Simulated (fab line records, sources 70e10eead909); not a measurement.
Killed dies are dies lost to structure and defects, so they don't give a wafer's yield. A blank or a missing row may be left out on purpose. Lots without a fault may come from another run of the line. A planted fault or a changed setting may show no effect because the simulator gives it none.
fab line records | flow nand_harc
record lots=24 wafers=72 last_day=33
route steps=1302 shown A_CONTACT@1045 A_BLC@1117
lots that met no fault: from a run of the same line without faults
start_h: hours from the record's first day to the start of the lot's first wafer shown | wait_h: hours since the lot's step before | " the same as in the row above | L1.1+2: a row that stands for several wafers | - no value, or no start given | * or withheld: withheld | < > ~ a bound
route shown NAME@n: a module of which the file shows steps, and the number in the route of the first | usual: mean/standard deviation of fault-free wafers | same: alike in all rows | chamber/n: place in a boat | sites: the reading at each site | _std_site: their standard deviation | _edge_site: outer sites' mean less inner sites' | radius_mm: how far each site lies from the wafer's centre | mask NAME#n: copy n | behind: the tool/chamber that last shaped the wafer | hold: why the lot was held/for how many hours/how that ended | device: the transistor (n, p or np) that didn't switch | end of line: the same wafers' tests at the end of the route | a step without rows: its recipe alone | killed: dies lost to structure and defects at the first sort, not the wafer's yield | map: a wafer's dies, x killed, . not, _ none there
set.NAME: the setting as run; set.NAME@STEP: as run at that earlier step | model.NAME: the simulator's own value behind a step, which no gauge read
steps of the route over a sample of lots; a table a step, a row a wafer
services: from which hour (start_h, from the record's first day; less than 0 if before it) a tool's chamber was out of use, for how many hours, and why
## steps
# step NHARC_A_CONTACT_ETCH_77
# recipe target_depth_a=1089 time_s=54.5 cf4_flow_sccm=100 chf3_flow_sccm=30 ar_flow_sccm=0 rf_w=500 bias_w=200 chemistry=CF4/CHF3
# usual drypump_motor_current_A=5.7/0.33 oes_product_au=0.930/0.018 rf_fwd_power_W=495.1/2.2 rf_vpp_V=369.7/2.7 showerhead_plenum_p_Torr=1.55/0.077 throttle_valve_pct=16.802/0.0096
# columns lot.wafer tool chamber start_h wait_h drypump_motor_current_A oes_product_au rf_fwd_power_W rf_hours_counter_h rf_vpp_V showerhead_plenum_p_Torr throttle_valve_pct
L074.3 rie_diel-07 0 - - 5.8 0.938 496.8 2 366.6 1.47 16.790
L074.4 " 3 " " 5.4 0.924 490.9 2 367.5 1.50 16.794
L074.6 " 0 " " 5.8 0.951 497.1 - 368.7 1.47 16.798
L075.4 rie_diel-03 0 - - 5.9 0.962 496.5 11 367.3 1.51 16.794
L075.2 " 2 " " 5.8 0.965 492.6 10 371.3 1.60 16.798
L075.5 " 1 " " 5.1 0.966 493.8 - 367.2 1.50 16.795
L076.4 rie_diel-07 1 - - 5.5 0.928 493.4 9 372.9 1.65 16.805
L076.1 " 2 " " 5.6 0.942 497.5 9 368.0 1.51 16.816
L076.5 " 3 " " 5.4 0.926 490.0 - 369.3 1.50 16.798
L078.3 rie_diel-11 0 - - 6.1 0.984 496.4 31 373.7 1.69 16.801
L078.4 " 1 " " 5.5 0.970 499.2 30 374.2 1.65 16.808
L078.1 " 3 " " 5.1 0.952 493.7 33 368.6 1.50 16.796
L077.3 rie_diel-03 2 - - 5.9 0.933 494.4 24 370.7 1.59 16.795
L077.6 " 3 " " 5.9 0.922 494.4 - 366.8 1.48 16.801
L077.5 " 0 " " 5.9 0.926 496.9 - 368.1 1.51 16.807
L079.1 rie_diel-11 3 - - 5.1 0.908 495.7 37 367.2 1.50 16.809
L079.5 " 1 " " 5.5 0.920 497.5 - 374.7 1.65 16.794
L079.6 " 2 " " 6.1 0.909 493.7 - 368.1 1.53 16.817
L081.4 rie_diel-11 3 - - 5.2 0.929 493.6 44 369.0 1.49 16.792
L081.1 " 0 " " 6.1 0.917 496.6 45 373.1 1.69 16.821
L081.6 " 2 " " 6.1 0.911 490.9 - 369.3 1.53 16.810
L082.3 rie_diel-07 0 - - 5.9 0.936 497.3 15 367.0 1.47 16.806
L082.4 " 1 " " 5.5 0.934 494.1 12 371.5 1.65 16.798
L082.1 " 2 " " 5.7 0.939 496.4 19 367.7 1.51 16.806
L080.3 rie_diel-03 2 - - 5.8 0.926 493.4 34 370.1 1.59 16.799
L080.2 " 0 " " 5.9 0.920 496.9 40 367.9 1.50 16.801
L080.6 " 3 " " 5.9 0.929 497.7 - 367.4 1.47 16.822
L083.2 rie_diel-07 1 - - 5.5 0.922 494.4 14 373.0 1.65 16.811
L083.6 " 0 " " 5.9 0.933 495.8 - 368.2 1.47 16.802
L083.5 " 1 " " 5.5 0.934 494.9 - 371.2 1.65 16.796
L085.4 rie_diel-07 1 - - 5.5 0.947 495.9 16 373.6 1.65 16.809
L085.1 " 2 " " 5.7 0.952 494.2 22 368.7 1.51 16.806
L085.3 " 0 " " 5.8 0.960 494.9 19 366.1 1.47 16.811
L084.4 rie_diel-11 2 - - 6.1 0.927 491.9 7 370.5 1.53 16.801
L084.1 " 3 " " 5.2 0.917 493.5 7 367.0 1.49 16.799
L084.6 " 1 " " 5.5 0.921 495.9 - 373.7 1.64 16.822
L087.2 rie_diel-11 3 - - 5.1 0.926 490.5 8 369.0 1.49 16.799
L087.3 " 0 " " 6.1 0.931 494.3 8 374.6 1.68 16.785
L087.6 " 0 " " 6.1 0.927 494.1 - 373.2 1.68 16.809
L086.2 rie_diel-11 2 - - 6.1 0.923 493.2 9 369.4 1.53 16.799
L086.6 " 1 " " 5.5 0.949 495.9 - 373.9 1.64 16.802
L086.5 " 2 " " 6.1 0.929 496.7 - 370.5 1.53 16.796
L091.3 rie_diel-11 0 - - 6.2 0.924 496.8 16 374.7 1.68 16.808
L091.4 " 1 " " 5.5 0.925 499.2 17 372.7 1.64 16.789
L091.6 " 1 " " 5.5 0.919 498.7 - 372.3 1.64 16.798
L090.1 rie_diel-11 2 - - 6.1 0.916 492.3 18 369.1 1.53 16.777
L090.3 " 3 " " 5.2 0.919 492.9 18 366.0 1.49 16.799
L090.5 " 2 " " 6.1 0.911 494.2 - 368.5 1.53 16.805
L088.2 rie_diel-03 3 - - 5.9 0.906 495.5 8 365.2 1.47 16.791
L088.1 " 0 " " 5.9 0.934 494.8 8 367.4 1.50 16.795
L088.4 " 1 " " 5.1 0.919 496.4 8 367.2 1.48 16.802
L089.4 rie_diel-11 0 - - 6.1 0.967 498.3 24 373.2 1.68 16.791
L089.3 " 1 " " 5.5 0.977 497.5 24 372.9 1.64 16.806
L089.6 " 1 " " 5.5 0.986 495.3 - 372.6 1.64 16.814
L092.1 rie_diel-03 0 - - 5.9 0.922 498.2 12 367.9 1.50 16.795
L092.4 " 2 " " 5.8 0.909 495.2 11 370.3 1.58 16.805
L092.5 " 3 " " 5.9 0.916 497.5 - 365.9 1.47 16.801
L093.6 rie_diel-11 3 - - 5.2 0.925 493.1 - 367.7 1.48 16.805
L093.5 " 1 " " 5.5 0.915 499.7 - 373.5 1.64 16.814
L093.4 " 2 " " 6.1 0.917 495.9 - 368.3 1.52 16.800
L094.4 rie_diel-03 2 - - 5.9 0.910 491.5 19 370.6 1.58 16.799
L094.3 " 3 " " 6.0 0.914 495.3 21 366.2 1.46 16.812
L094.2 " 1 " " 5.1 0.913 496.5 20 369.3 1.48 16.799
L095.4 rie_diel-11 0 - - 6.1 0.924 497.6 36 372.9 1.68 16.807
L095.1 " 2 " " 6.1 0.928 492.6 38 369.2 1.52 16.804
L095.6 " 0 " " 6.1 0.930 493.6 - 374.1 1.68 16.808
L096.4 rie_diel-07 0 - - 5.8 0.933 494.9 4 365.2 1.47 16.800
L096.6 " 1 " " 5.5 0.919 493.0 - 373.4 1.65 16.804
L096.5 " 2 " " 5.7 0.929 498.0 - 367.7 1.51 16.814
L097.2 rie_diel-07 3 - - 5.4 0.919 495.0 6 367.9 1.49 16.812
L097.4 " 0 " " 5.9 0.926 496.4 5 367.0 1.47 16.793
L097.6 " 0 " " 5.9 0.926 494.6 - 367.5 1.47 16.805
# step NHARC_A_CONTACT_ETCH_128
# recipe source_w=withheld pressure_mtorr=20 bias_v=3000 time_s=197 target_depth_a=19180 ar_flow_sccm=withheld c4f8_flow_sccm=withheld o2_flow_sccm=withheld chemistry=C4F8/O2/Ar
# columns lot.wafer tool chamber start_h wait_h rf_hours_counter_h
L074.4 har_cap_etch-02 0 506.68 0.1 -
L074.3 " 1 " " -
L074.6 " 1 " " -
L075.2 har_cap_etch-03 1 506.77 0.1 45
L075.4 " 0 " " -
L075.5 " 0 " " -
L076.1 har_cap_etch-01 0 536.78 0.1 3
L076.4 " 1 " " -
L076.5 " 0 " " -
L078.1 har_cap_etch-03 1 539.82 0.2 50
L078.3 " 1 " " -
L078.4 " 0 " " -
L077.3 har_cap_etch-03 0 546.22 0.1 -
L077.6 " 1 " " -
L077.5 " 0 " " -
L079.1 har_cap_etch-03 1 555.13 0.1 54
L079.6 " 0 " " -
L079.5 " 1 " " -
L081.1 har_cap_etch-02 0 576.15 0.1 99
L081.4 " 1 " " -
L081.6 " 0 " " -
L082.1 har_cap_etch-03 0 581.15 0.1 58
L082.3 " 1 " " -
L082.4 " 0 " " -
L080.2 har_cap_etch-01 0 581.60 0.1 11
L080.3 " 1 " " -
L080.6 " 0 " " -
L083.2 har_cap_etch-03 0 594.57 0.1 61
L083.6 " 0 " " -
L083.5 " 1 " " -
L085.1 har_cap_etch-03 0 620.64 0.1 63
L085.3 " 1 " " -
L085.4 " 0 " " -
L084.1 har_cap_etch-02 1 639.06 0.1 109
L084.4 " 0 " " -
L084.6 " 1 " " -
L087.2 har_cap_etch-03 1 640.74 0.1 67
L087.3 " 0 " " -
L087.6 " 1 " " -
L086.2 har_cap_etch-01 1 641.59 0.2 19
L086.5 " 0 " " -
L086.6 " 1 " " -
L091.3 har_cap_etch-02 1 657.56 0.1 -
L091.4 " 0 " " -
L091.6 " 1 " " -
L090.1 har_cap_etch-03 0 660.67 0.1 72
L090.3 " 0 " " -
L090.5 " 0 " " -
L088.2 har_cap_etch-02 0 665.43 0.1 117
L088.1 " 1 " " 117
L088.4 " 0 " " -
L089.3 har_cap_etch-03 0 678.64 0.1 -
L089.4 " 1 " " -
L089.6 " 1 " " -
L092.1 har_cap_etch-01 1 684.97 0.1 29
L092.4 " 0 " " -
L092.5 " 1 " " -
L093.4 har_cap_etch-01 0 707.28 0.1 -
L093.5 " 0 " " -
L093.6 " 1 " " -
L094.2 har_cap_etch-02 1 707.56 0.2 124
L094.4 " 1 " " -
L094.3 " 0 " " -
L095.1 har_cap_etch-03 1 718.69 0.1 82
L095.4 " 1 " " -
L095.6 " 1 " " -
L096.4 har_cap_etch-03 0 727.24 0.1 -
L096.5 " 1 " " -
L096.6 " 0 " " -
L097.2 har_cap_etch-02 0 738.63 0.1 130
L097.4 " 0 " " -
L097.6 " 1 " " -
# step NHARC_A_CONTACT_CD_MEAS_08
# recipe target_cd_nm=200 landing_energy_ev=500
# usual cd_nm=200.4/0.49
# columns lot.wafer tool chamber start_h wait_h cd_nm
L074.3 cd_sem-02 0 511.93 - 199.8
L074.4 " 0 " " 199.8
L074.6 " 0 " " 200.8
L075.2 cd_sem-03 0 512.08 - 201.0
L075.4 " 0 " " 200.8
L075.5 " 0 " " 201.1
L076.1 cd_sem-02 0 542.77 - 200.4
L076.4 " 0 " " 200.0
L076.5 " 0 " " 200.9
L078.1 cd_sem-03 0 545.64 - 201.8
L078.3 " 0 " " 199.6
L078.4 " 0 " " 200.2
L077.3 cd_sem-03 0 551.76 - 200.5
L077.5 " 0 " " 199.8
L077.6 " 0 " " 199.9
L079.1 cd_sem-02 0 561.97 - 200.5
L079.5 " 0 " " 200.3
L079.6 " 0 " " 200.2
L081.1 cd_sem-02 0 586.42 - 200.5
L081.4 " 0 " " 201.0
L081.6 " 0 " " 200.8
L082.1 cd_sem-01 0 587.30 - 200.2
L082.3 " 0 " " 199.8
L082.4 " 0 " " 200.4
L080.2 cd_sem-01 0 589.35 - 200.5
L080.3 " 0 " " 200.8
L080.6 " 0 " " 200.9
L083.2 cd_sem-02 0 603.41 - 200.9
L083.5 " 0 " " 201.1
L083.6 " 0 " " 200.4
L085.1 cd_sem-03 0 627.28 - 199.6
L085.3 " 0 " " 200.7
L085.4 " 0 " " 200.4
L084.1 cd_sem-03 0 648.32 - 200.6
L084.4 " 0 " " 200.3
L084.6 " 0 " " 201.0
L087.2 cd_sem-01 0 649.92 - 200.4
L087.3 " 0 " " 200.6
L087.6 " 0 " " 200.7
L086.2 cd_sem-03 0 651.06 - 201.1
L086.5 " 0 " " 200.9
L086.6 " 0 " " 200.0
L091.3 cd_sem-03 0 663.88 - 200.6
L091.4 " 0 " " 200.5
L091.6 " 0 " " 200.6
L090.1 cd_sem-03 0 671.06 - 200.5
L090.3 " 0 " " 200.6
L090.5 " 0 " " 201.0
L088.1 cd_sem-03 0 676.84 - 200.9
L088.2 " 0 " " 200.1
L088.4 " 0 " " 200.9
L089.3 cd_sem-03 0 686.90 - 200.2
L089.4 " 0 " " 200.6
L089.6 " 0 " " 201.0
L092.1 cd_sem-01 0 690.52 - 201.3
L092.4 " 0 " " 200.1
L092.5 " 0 " " 200.3
L093.4 cd_sem-03 0 712.62 - 200.7
L093.5 " 0 " " 200.4
L093.6 " 0 " " 200.8
L094.2 cd_sem-02 0 713.98 - 199.9
L094.3 " 0 " " 200.5
L094.4 " 0 " " 200.1
L095.1 cd_sem-01 0 723.98 - 201.4
L095.4 " 0 " " 199.5
L095.6 " 0 " " 200.8
L096.4 cd_sem-03 0 735.01 - 199.3
L096.5 " 0 " " 200.1
L096.6 " 0 " " 200.4
L097.2 cd_sem-02 0 749.49 - 199.8
L097.4 " 0 " " 199.9
L097.6 " 0 " " 200.5
# step NHARC_A_CONTACT_OVL_MEAS_09
# usual overlay_x_nm=-0.1/0.92 overlay_y_nm=0.2/0.92
# columns lot.wafer tool chamber start_h wait_h overlay_x_nm overlay_y_nm
L074.3 overlay-01 - 512.02 - 0.1 0.3
L074.4 " - " " 0.5 0.7
L074.6 " - " " 0.9 0.2
L075.2 overlay-02 - 512.17 - -1.3 0.9
L075.4 " - " " -1.8 0.9
L075.5 " - " " -0.9 0.6
L076.1 overlay-02 - 542.86 - -0.8 1.0
L076.4 " - " " -0.6 1.1
L076.5 " - " " -0.8 0.8
L078.1 overlay-02 - 545.72 - -0.7 0.2
L078.3 " - " " -0.7 0.4
L078.4 " - " " -0.9 0.3
L077.3 overlay-02 - 551.84 - 0.7 1.5
L077.5 " - " " 0.7 1.6
L077.6 " - " " 0.7 1.0
L079.1 overlay-02 - 562.06 - 0.2 -0.1
L079.5 " - " " 0.4 -0.4
L079.6 " - " " -0.1 -0.4
L081.1 overlay-02 - 586.51 - 0.4 0.2
L081.4 " - " " 0.6 0.8
L081.6 " - " " 1.2 0.2
L082.1 overlay-02 - 587.39 - 0.2 -0.4
L082.3 " - " " -0.4 -0.5
L082.4 " - " " 0.0 -0.8
L080.2 overlay-01 - 589.43 - 0.6 1.6
L080.3 " - " " 1.1 1.0
L080.6 " - " " 0.5 1.1
L083.2 overlay-02 - 603.49 - -2.5 0.9
L083.5 " - " " -1.5 1.4
L083.6 " - " " -1.8 1.6
L085.1 overlay-01 - 627.36 - 0.6 0.7
L085.3 " - " " 1.4 0.6
L085.4 " - " " 0.6 1.0
L084.1 overlay-01 - 648.41 - 0.4 -1.6
L084.4 " - " " -0.1 -1.8
L084.6 " - " " -0.1 -1.7
L087.2 overlay-02 - 650.00 - 0.5 -1.2
L087.3 " - " " 0.2 -1.3
L087.6 " - " " 0.4 -1.4
L086.2 overlay-02 - 651.14 - -0.6 1.2
L086.5 " - " " -0.6 1.2
L086.6 " - " " -1.0 0.7
L091.3 overlay-01 - 663.97 - -0.7 -1.2
L091.4 " - " " -1.5 -1.1
L091.6 " - " " -0.1 -1.0
L090.1 overlay-01 - 671.15 - 0.3 -1.2
L090.3 " - " " 0.3 -1.2
L090.5 " - " " 0.3 -1.2
L088.1 overlay-02 - 676.92 - -0.5 -0.8
L088.2 " - " " -0.2 -0.8
L088.4 " - " " -1.0 -0.8
L089.3 overlay-01 - 686.98 - -1.0 1.2
L089.4 " - " " -1.3 0.8
L089.6 " - " " -1.1 0.9
L092.1 overlay-01 - 690.60 - 0.6 0.6
L092.4 " - " " 0.3 0.2
L092.5 " - " " 0.2 0.9
L093.4 overlay-02 - 712.71 - 1.6 0.4
L093.5 " - " " 1.7 -0.3
L093.6 " - " " 1.6 0.9
L094.2 overlay-02 - 714.07 - 0.1 0.6
L094.3 " - " " -0.3 0.1
L094.4 " - " " 0.4 0.5
L095.1 overlay-01 - 724.06 - 0.8 1.2
L095.4 " - " " 0.5 0.2
L095.6 " - " " 1.1 1.3
L096.4 overlay-02 - 735.09 - -1.6 0.0
L096.5 " - " " -1.5 -0.4
L096.6 " - " " -1.6 -0.1
L097.2 overlay-02 - 749.58 - 0.0 0.1
L097.4 " - " " 0.4 0.8
L097.6 " - " " 0.2 0.1
# step NHARC_A_BLC_CD_MEAS_10
# recipe target_cd_nm=100 landing_energy_ev=500
# usual cd_nm=99.9/0.59
# columns lot.wafer tool chamber start_h wait_h cd_nm
L075.2 cd_sem-03 0 518.81 - 99.4
L075.4 " 0 " " 99.0
L075.5 " 0 " " 99.8
L074.3 cd_sem-02 0 519.93 - 99.7
L074.4 " 0 " " 99.7
L074.6 " 0 " " 100.1
L076.1 cd_sem-02 0 548.98 - 100.4
L076.4 " 0 " " 99.2
L076.5 " 0 " " 99.7
L078.1 cd_sem-01 0 551.84 - 100.0
L078.3 " 0 " " 99.9
L078.4 " 0 " " 99.2
L077.3 cd_sem-01 0 557.99 - 100.3
L077.5 " 0 " " 100.6
L077.6 " 0 " " 100.9
L079.1 cd_sem-01 0 568.58 - 99.5
L079.5 " 0 " " 99.4
L079.6 " 0 " " 99.2
L081.1 cd_sem-02 0 593.02 - 100.0
L081.4 " 0 " " 100.1
L081.6 " 0 " " 100.2
L082.1 cd_sem-02 0 593.61 - 99.1
L082.3 " 0 " " 99.7
L082.4 " 0 " " 100.2
L080.2 cd_sem-02 0 596.21 - 100.1
L080.3 " 0 " " 99.6
L080.6 " 0 " " 99.3
L083.2 cd_sem-02 0 609.78 - 99.5
L083.5 " 0 " " 99.5
L083.6 " 0 " " 99.6
L085.1 cd_sem-01 0 637.37 - 99.6
L085.3 " 0 " " 99.8
L085.4 " 0 " " 100.3
L084.1 cd_sem-01 0 655.17 - 100.6
L084.4 " 0 " " 100.9
L084.6 " 0 " " 100.5
L087.2 cd_sem-03 0 656.57 - 99.7
L087.3 " 0 " " 100.0
L087.6 " 0 " " 100.4
L086.2 cd_sem-01 0 657.64 - 100.2
L086.5 " 0 " " 100.5
L086.6 " 0 " " 99.8
L091.3 cd_sem-03 0 670.63 - 100.0
L091.4 " 0 " " 100.3
L091.6 " 0 " " 99.3
L090.1 cd_sem-01 0 677.38 - 99.4
L090.3 " 0 " " 100.1
L090.5 " 0 " " 100.2
L088.1 cd_sem-02 0 683.33 - 99.6
L088.2 " 0 " " 100.0
L088.4 " 0 " " 100.3
L089.3 cd_sem-02 0 694.99 - 98.7
L089.4 " 0 " " 100.7
L089.6 " 0 " " 99.8
L092.1 cd_sem-03 0 698.76 - 100.0
L092.4 " 0 " " 98.8
L092.5 " 0 " " 100.3
L093.4 cd_sem-02 0 718.93 - 100.9
L093.5 " 0 " " 100.5
L093.6 " 0 " " 100.2
L094.2 cd_sem-03 0 721.75 - 100.4
L094.3 " 0 " " 100.1
L094.4 " 0 " " 99.8
L095.1 cd_sem-03 0 730.31 - 101.1
L095.4 " 0 " " 100.7
L095.6 " 0 " " 100.9
L096.4 cd_sem-03 0 741.43 - 99.0
L096.5 " 0 " " 99.0
L096.6 " 0 " " 100.3
L097.2 cd_sem-01 0 755.73 - 98.5
L097.4 " 0 " " 100.1
L097.6 " 0 " " 99.6
# step NHARC_A_BLC_STRIP_29
# recipe cf4_flow_sccm=150 ar_flow_sccm=0 bias_w=0 chemistry=CF4
# usual drypump_motor_current_A=5.6/0.43 oes_product_au=1.004/0.0094 rf_vpp_V=59.2/0.92 showerhead_plenum_p_Torr=1.74/0.082 throttle_valve_pct=13.284/0.0092
# columns lot.wafer tool chamber start_h wait_h drypump_motor_current_A oes_product_au rf_hours_counter_h rf_vpp_V showerhead_plenum_p_Torr throttle_valve_pct
L075.2 rie_diel-06 1 520.03 0.1 5.5 0.999 3 58.2 1.64 13.279
L075.4 " 2 " " 5.8 1.017 3 59.9 1.86 13.288
L075.5 " 1 " " 5.6 0.993 - 59.4 1.64 13.292
L074.4 rie_diel-06 3 521.16 0.1 5.3 1.012 3 59.0 1.77 13.282
L074.3 " 0 " " 6.3 1.002 3 59.2 1.65 13.273
L074.6 " 2 " " 5.8 1.021 - 59.9 1.86 13.281
L076.4 rie_diel-13 3 550.20 0.1 5.5 0.989 4 58.9 1.77 13.279
L076.1 " 1 " " 5.9 0.982 6 60.1 1.72 13.270
L076.5 " 0 " " 5.3 0.981 - 59.6 1.77 13.290
L078.4 rie_diel-12 3 553.07 0.1 5.2 1.008 6 58.0 1.65 13.289
L078.1 " 1 " " 5.5 0.991 6 58.6 1.74 13.292
L078.3 " 2 " " 4.8 1.011 6 57.8 1.80 13.286
L077.3 rie_diel-06 3 559.49 0.1 5.3 1.021 7 60.0 1.77 13.281
L077.5 " 3 " " 5.3 0.997 - 60.0 1.77 13.286
L077.6 " 0 " " 6.4 1.003 - 58.9 1.65 13.295
L079.1 rie_diel-12 0 569.82 0.1 5.8 1.002 7 57.7 1.84 13.284
L079.6 " 3 " " 5.3 1.004 - 57.7 1.65 13.287
L079.5 " 0 " " 5.8 1.002 - 59.9 1.85 13.280
L081.4 rie_diel-06 0 594.25 0.1 6.3 1.000 10 59.6 1.65 13.284
L081.1 " 1 " " 5.6 0.999 9 59.4 1.64 13.267
L081.6 " 0 " " 6.3 1.013 - 59.4 1.65 13.299
L082.4 rie_diel-12 2 594.84 0.1 4.8 0.998 8 60.2 1.80 13.269
L082.1 " 3 " " 5.3 0.995 8 59.3 1.65 13.288
L082.3 " 1 " " 5.5 0.998 8 59.7 1.74 13.285
L080.2 rie_diel-06 1 597.45 0.1 5.5 0.997 9 59.3 1.64 13.287
L080.3 " 2 " " 5.7 1.022 8 60.2 1.86 13.283
L080.6 " 1 " " 5.5 0.997 - 59.0 1.64 13.274
L083.2 rie_diel-12 3 611.02 0.1 5.3 1.004 9 58.5 1.65 13.294
L083.5 " 3 " " 5.3 0.994 - 58.3 1.65 13.265
L083.6 " 0 " " 5.8 0.996 - 60.6 1.84 13.271
L085.3 rie_diel-06 3 638.60 0.1 5.2 1.004 11 60.3 1.77 13.278
L085.1 " 1 " " 5.6 1.012 12 59.5 1.64 13.280
L085.4 " 2 " " 5.8 1.025 11 59.1 1.86 13.288
L084.1 rie_diel-12 3 656.87 0.1 5.3 1.001 1 59.2 1.65 13.300
L084.4 " 1 " " 5.5 0.986 2 59.0 1.74 13.298
L084.6 " 3 " " 5.3 1.007 - 56.9 1.65 13.293
L087.2 rie_diel-12 1 657.80 0.1 5.5 1.010 2 59.4 1.74 13.283
L087.3 " 2 " " 4.8 1.016 2 59.7 1.80 13.279
L087.6 " 1 " " 5.5 1.015 - 58.0 1.74 13.288
L086.2 rie_diel-12 2 658.93 0.1 4.8 0.997 2 60.1 1.80 13.288
L086.5 " 2 " " 4.8 0.995 - 59.9 1.80 13.267
L086.6 " 3 " " 5.3 1.016 - 59.7 1.65 13.287
L091.3 rie_diel-12 2 671.92 0.1 4.9 1.009 2 60.5 1.80 13.273
L091.4 " 3 " " 5.3 0.995 2 58.3 1.65 13.284
L091.6 " 1 " " 5.5 0.986 - 59.3 1.74 13.286
L090.3 rie_diel-06 3 678.79 0.1 5.3 1.017 1 59.5 1.77 13.278
L090.1 " 2 " " 5.7 1.023 1 58.8 1.86 13.268
L090.5 " 0 " " 6.3 1.003 - 58.0 1.65 13.292
L088.1 rie_diel-06 3 684.55 0.1 5.3 1.010 1 59.0 1.77 13.296
L088.2 " 0 " " 6.3 1.012 0 58.7 1.65 13.281
L088.4 " 2 " " 5.8 1.018 1 60.7 1.86 13.282
L089.3 rie_diel-06 0 696.21 0.1 6.4 0.988 1 59.3 1.65 13.277
L089.4 " 1 " " 5.6 1.000 1 59.2 1.64 13.293
L089.6 " 1 " " 5.6 1.005 - 57.7 1.64 13.285
L092.4 rie_diel-12 2 700.05 0.1 4.8 1.005 4 60.6 1.80 13.291
L092.1 " 3 " " 5.3 1.000 4 57.7 1.65 13.271
L092.5 " 3 " " 5.3 0.994 - 59.6 1.65 13.291
L093.4 rie_diel-13 3 720.16 0.1 5.5 0.998 5 59.6 1.76 13.267
L093.5 " 2 " " 5.2 1.017 - 58.7 1.79 13.290
L093.6 " 3 " " 5.5 0.993 - 58.2 1.76 13.297
L094.4 rie_diel-06 1 722.98 0.1 5.6 1.004 3 58.9 1.64 13.279
L094.2 " 2 " " 5.8 1.016 4 59.0 1.86 13.305
L094.3 " 3 " " 5.3 1.011 4 57.7 1.77 13.260
L095.4 rie_diel-06 3 731.58 0.1 5.3 1.000 5 59.9 1.77 13.284
L095.1 " 0 " " 6.3 1.000 4 58.9 1.64 13.281
L095.6 " 2 " " 5.8 1.013 - 58.9 1.86 13.268
L096.4 rie_diel-06 0 742.64 0.1 6.3 0.995 5 58.4 1.64 13.296
L096.5 " 0 " " 6.4 0.997 - 59.6 1.64 13.281
L096.6 " 1 " " 5.5 1.010 - 57.3 1.64 13.276
L097.2 rie_diel-12 1 756.96 0.1 5.5 0.991 9 59.2 1.73 13.288
L097.4 " 2 " " 4.8 1.003 8 58.9 1.80 13.279
L097.6 " 2 " " 4.8 0.989 - 60.2 1.80 13.278
## services
# columns tool chamber start_h hours kind
rie_diel-03 0 481.35 3.6 repair
rie_diel-06 - 484.20 9.0 pm
har_cap_etch-01 - 497.00 17.0 pm
rie_diel-12 3 510.89 2.2 repair
rie_diel-13 - 520.91 9.0 pm
rie_diel-13 - 530.61 0.6 repair
rie_diel-07 1 535.80 6.2 repair
rie_diel-07 1 556.54 21.6 repair
rie_diel-07 - 586.78 0.6 repair
rie_diel-12 1 607.24 4.2 repair
rie_diel-11 - 611.04 9.0 pm
rie_diel-12 2 615.66 2.2 repair
rie_diel-12 - 622.40 9.0 pm
rie_diel-03 0 630.78 15.7 repair
rie_diel-03 3 630.90 7.0 repair
rie_diel-03 - 637.33 9.0 pm
rie_diel-06 - 661.20 9.0 pm
rie_diel-06 0 670.47 8.2 repair
rie_diel-12 2 674.00 2.5 repair
har_cap_etch-02 - 683.72 0.6 repair
rie_diel-11 0 700.93 5.1 repair
rie_diel-07 - 704.90 9.0 pm
rie_diel-06 2 748.45 8.5 repair
har_cap_etch-02 - 754.76 17.0 pm
## key
fault none
